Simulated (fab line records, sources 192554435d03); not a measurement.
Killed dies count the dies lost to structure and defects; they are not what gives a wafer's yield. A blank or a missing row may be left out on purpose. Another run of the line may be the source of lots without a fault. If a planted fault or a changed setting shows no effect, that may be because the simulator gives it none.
Matching of chambers    flow n5-finfet    N5_BEOL_M2_ALD_84 on ald-metal-01: 3 sister chambers
The step deposits TaN, pulse time 2 s, purge time 3 s, co reactant purge time 2 s. 6 wafers are shown with their chamber, then 6 later ones without.

## WAFERS WITH THEIR CHAMBER
wafer   chamber  heater-power-w (W)  precursor-vessel-pressure-torr (Torr)
L082.5  3        473                 26.29
L082.6  2        435                 26.26
L085.2  2        434                 26.17
L085.3  1        466                 26.24
L085.4  3        470                 26.26
L089.1  1        473                 26.26

## WAFERS WHOSE CHAMBER IS MISSING
wafer   heater-power-w (W)  precursor-vessel-pressure-torr (Torr)
L089.2  424                 26.14
L088.1  472                 26.32
L088.3  490                 26.26
L095.1  476                 26.26
L095.3  442                 26.19
L095.5  471                 26.31

## EACH ONE'S CHAMBER
wafer   from the rows above      in truth
L089.2  2                        2
L088.1  can't be placed: 3 or 1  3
L088.3  can't be placed: 3 or 1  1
L095.1  can't be placed: 3 or 1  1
L095.3  2                        2
L095.5  can't be placed: 3 or 1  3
Correct placement for 2 of the 6. Not placeable from these rows: 4 (in 4, the candidates include the true chamber). Placed wrongly: 0.
How it was worked out, from the rows above alone: a wafer's distance from a chamber is the root of the sum, over the readings, of the square of ((its reading less the chamber's mean) divided by the reading's scatter). The wafer belongs to the nearest chamber; if the next one is less than 2 further off, it can't be placed. For every chamber, the mean is computed from those of its wafers that are shown. The scatter: take each reading less its chamber's mean, square it, sum over the shown wafers, divide by the number of wafers less the number of chambers, and take the root.
